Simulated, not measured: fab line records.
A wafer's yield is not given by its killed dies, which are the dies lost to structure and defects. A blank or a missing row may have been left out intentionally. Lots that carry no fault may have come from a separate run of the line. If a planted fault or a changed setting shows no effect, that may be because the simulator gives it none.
Which tool was responsible? -- flow n5_finfet -- 30 wafers from 10 lots sampled at 5 of the route's 1938 steps

WHAT EACH GAUGE READ, for each wafer
N5_BEOL_M4_RC_MEAS_101. Usual: DIBL_N 36.4 mV/V, standard deviation 1.4; DIBL_P 36.4 mV/V, standard deviation 1.5; IOFF_N 0.156 nA/um, standard deviation 0.022; IOFF_P 0.210 nA/um, standard deviation 0.023; ION_N 675 uA/um, standard deviation 9.1; ION_P 463 uA/um, standard deviation 5.7; RC_DENSE_N 18.9 ohm.um, standard deviation 0.39; SS_N 71.6 mV/dec, standard deviation 0.45; SS_P 73.3 mV/dec, standard deviation 0.56; VT_N 250 mV, standard deviation 3.1; VT_P -250.3 mV, standard deviation 2.3.
lot,measured,on,DIBL_N (mV/V),DIBL_P (mV/V),IOFF_N (nA/um),IOFF_P (nA/um),ION_N (uA/um),ION_P (uA/um),RC_DENSE_N (ohm.um),SS_N (mV/dec),SS_P (mV/dec),VT_N (mV),VT_P (mV),flag
L134,day 9 10:19,prober-01,36.4 34.4 35.7,38.4 36.0 37.3,0.172 0.147 0.159,0.220 0.183 0.201,680 676 680,464 466 463,18.3 18.4 18.5,71.4 71.8 71.4,73.1 73.3 73.2,248 251 252,-247.6 -254.1 -251.3,
L135,day 10 06:00,prober-02,34.5 35.7 35.5,34.8 36.9 37.1,0.139 0.163 0.166,0.180 0.217 0.213,663 672 678,453 459 462,18.2 18.5 18.6,71.0 71.0 71.6,72.3 73.5 73.3,252 248 248,-248.9 -248.0 -248.4,
L137,day 10 05:55,prober-01,34.3 34.1 35.5,35.6 34.4 36.1,0.126 0.120 0.141,0.196 0.192 0.218,674 677 673,469 472 472,19.6 18.9 19.3,70.8 71.4 71.5,72.6 72.4 73.1,250 254 248,-251.6 -249.2 -245.6,
L138,day 10 07:53,prober-01,33.9 35.9 34.0,35.1 38.1 34.8,0.142 0.189 0.141,0.200 0.241 0.192,676 688 663,467 465 462,18.7 19.3 19.0,71.2 72.3 70.7,72.2 73.4 72.0,248 245 251,-251.3 -246.9 -251.6,
L139,day 10 13:27,prober-02,37.7 38.0 36.7,35.4 35.8 34.6,0.175 0.183 0.151,0.232 0.243 0.211,686 683 681,474 466 470,18.0 18.3 18.4,71.6 71.3 70.9,74.0 73.6 73.6,249 248 250,-249.3 -246.3 -248.6,
L140,day 10 18:31,prober-02,37.4 37.6 37.8,37.3 37.7 37.5,0.160 0.155 0.163,0.195 0.200 0.206,667 667 670,455 455 464,19.1 19.2 19.4,71.1 71.7 71.4,73.6 73.8 73.9,248 253 249,-254.0 -252.8 -251.3,
L141,day 11 01:58,prober-01,36.7 38.2 35.7,39.1 40.0 37.9,0.176 0.215 0.169,0.239 0.259 0.216,683 691 676,470 466 460,19.3 19.4 19.2,72.3 71.8 71.2,74.5 73.4 73.3,245 243 245,-248.6 -246.6 -248.6,
L148,day 12 16:17,prober-01,36.2 37.6 37.3,33.8 36.6 36.0,0.155 0.175 0.173,0.191 0.228 0.223,680 684 687,457 468 465,17.6 19.9 19.2,71.6 71.5 71.4,72.4 73.7 73.1,248 249 248,-249.8 -247.9 -247.1,
L152,day 13 23:07,prober-02,34.7 34.6 33.9,36.0 35.4 34.7,0.134 0.130 0.116,0.192 0.187 0.168,678 661 665,465 459 456,18.6 18.8 18.7,71.1 71.7 71.0,72.3 72.1 72.4,252 251 254,-251.0 -251.1 -252.2,
L155,day 14 15:42,prober-02,37.2 36.8 35.9,38.6 37.0 35.9,0.187 0.166 0.152,0.259 0.228 0.212,685 671 675,477 465 467,18.9 19.0 19.0,72.3 72.1 71.6,73.5 74.1 73.8,246 248 249,-249.3 -249.0 -250.1,

N5_BEOL_M5_THK_MEAS_01. Usual: M5_ILD_THK 121.5 nm, standard deviation 1.6.
lot,measured,on,M5_ILD_THK (nm),flag
L134,day 9 12:11,film_metro-02,121.2 123.5 121.6,
L135,day 10 07:32,film_metro-01,122.3 119.3 122.9,
L137,day 10 07:18,film_metro-01,118.5 119.3 122.9,
L138,day 10 09:25,film_metro-01,121.8 121.2 123.0,
L139,day 10 14:42,film_metro-02,120.8 120.1 121.6,
L140,day 10 19:55,film_metro-01,120.7 119.8 121.4,
L141,day 11 03:59,film_metro-02,120.3 118.8 124.0,
L148,day 12 18:22,film_metro-01,122.3 118.3 123.8,
L152,day 14 00:30,film_metro-01,119.6 123.7 120.9,
L155,day 14 17:43,film_metro-01,120.4 119.2 122.0,

TOOL THAT RAN EACH LOT (tool first, then ch and the chambers of the sampled wafers, then the start)
lot,N5_MOL_CONTACT_COAG_ETCH_106,N5_BEOL_M4_ANNEAL_80,N5_BEOL_M4_SPUTTER_86
L134,"rie_diel-03 ch 0,3, day 4 21:35","pvd_sputter-02, day 9 07:35","pvd_sputter-02, day 9 07:57"
L135,"rie_diel-05 ch 1,2,3, day 5 03:42","pvd_sputter-02, day 10 03:26","pvd_sputter-02, day 10 03:48"
L137,"rie_diel-05 ch 2,3, day 5 17:03","pvd_sputter-01, day 10 03:12","pvd_sputter-01, day 10 03:34"
L138,"rie_diel-03 ch 1,2,3, day 5 23:11","pvd_sputter-01, day 10 05:05","pvd_sputter-01, day 10 05:26"
L139,"rie_diel-02 ch 0,1, day 6 06:44","pvd_sputter-01, day 10 10:33","pvd_sputter-01, day 10 10:55"
L140,"rie_diel-05 ch 0,1,3, day 6 10:28","pvd_sputter-02, day 10 15:48","pvd_sputter-02, day 10 16:10"
L141,"rie_diel-05 ch 1,2,3, day 6 16:23","pvd_sputter-01, day 10 23:24","pvd_sputter-01, day 10 23:46"
L148,"rie_diel-05 ch 1,2,3, day 8 10:56","pvd_sputter-02, day 12 13:34","pvd_sputter-02, day 12 13:55"
L152,"rie_diel-03 ch 0,2, day 9 10:56","pvd_sputter-03, day 13 20:24","pvd_sputter-03, day 13 20:46"
L155,"rie_diel-02 ch 0,1,2, day 10 07:26","pvd_sputter-01, day 14 13:05","pvd_sputter-01, day 14 13:27"
- N5_MOL_CONTACT_COAG_ETCH_106: etches SOC in N2/H2, target depth 80 nm, overetch 16 nm, time 120 s.
- N5_BEOL_M4_ANNEAL_80: time 240 s.
- N5_BEOL_M4_SPUTTER_86: material Cu, target thk 4.5 nm, time 8.29 s.

WHAT THE TOOLS THEMSELVES READ (means of the sampled wafers that have a number; where no wafer has one, the mark that the record gives instead)
N5_MOL_CONTACT_COAG_ETCH_106. Usual: drypump_motor_current_A 5.8 A, standard deviation 0.53; oes_product_au 0.71 a.u., standard deviation 0.07; rf_vpp_V 525.3 V, standard deviation 2.5; showerhead_plenum_p_Torr 2.59 Torr, standard deviation 0.085; throttle_valve_pct 17.79 %, standard deviation 0.21.
lot,tool,drypump_motor_current_A (A),oes_product_au (a.u.),rf_vpp_V (V),showerhead_plenum_p_Torr (Torr),throttle_valve_pct (%),flag
L134,rie_diel-03,6.3,0.66,525.2,2.59,17.84,
L135,rie_diel-05,5.7,0.72,524.6,2.58,17.62,
L137,rie_diel-05,6.1,0.65,526.3,2.62,17.67,
L138,rie_diel-03,6.2,0.74,527.1,2.64,17.75,
L139,rie_diel-02,5.8,0.72,526.0,2.59,17.78,
L140,rie_diel-05,5.7,0.72,524.9,2.60,17.78,
L141,rie_diel-05,5.8,0.70,524.8,2.58,17.63,
L148,rie_diel-05,5.7,0.69,524.7,2.57,17.67,
L152,rie_diel-03,6.2,0.80,526.9,2.64,17.70,
L155,rie_diel-02,5.8,0.75,525.3,2.61,17.79,

N5_BEOL_M4_ANNEAL_80. Usual: heater_power_w at 805 W, with a standard deviation of 43.
lot,tool,heater_power_w (W),flag
L134,pvd_sputter-02,842,
L135,pvd_sputter-02,816,
L137,pvd_sputter-01,830,
L138,pvd_sputter-01,799,
L139,pvd_sputter-01,748,
L140,pvd_sputter-02,795,
L141,pvd_sputter-01,814,
L148,pvd_sputter-02,817,
L152,pvd_sputter-03,822,
L155,pvd_sputter-01,770,

N5_BEOL_M4_SPUTTER_86. Usual: throttle_valve_pct at 30.3 %, with a standard deviation of 0.88.
lot,tool,throttle_valve_pct (%),flag
L134,pvd_sputter-02,29.8,
L135,pvd_sputter-02,29.9,
L137,pvd_sputter-01,30.5,
L138,pvd_sputter-01,30.4,
L139,pvd_sputter-01,30.4,
L140,pvd_sputter-02,29.3,
L141,pvd_sputter-01,30.5,
L148,pvd_sputter-02,29.5,
L152,pvd_sputter-03,30.4,
L155,pvd_sputter-01,30.5,

THE ANSWER, worked out from the rows above alone
Rule: a lot is off if the mean of its wafers that have a number lies more than 3 standard deviations from the usual mean. Also off: a lot with no number at a reading for which 4 or more lots have one. Any other lot the step has rows for is counted as sound. First the gauges in route order, then the tools' own readings, where a lot's mean is used as printed above. The first step at which some lot is off is used, and at that step the reading that is off furthest; a lot without a number counts as furthest.
None of the lots is off at any reading shown; this tells nothing.

WHAT THE SIMULATOR HAD PUT IN
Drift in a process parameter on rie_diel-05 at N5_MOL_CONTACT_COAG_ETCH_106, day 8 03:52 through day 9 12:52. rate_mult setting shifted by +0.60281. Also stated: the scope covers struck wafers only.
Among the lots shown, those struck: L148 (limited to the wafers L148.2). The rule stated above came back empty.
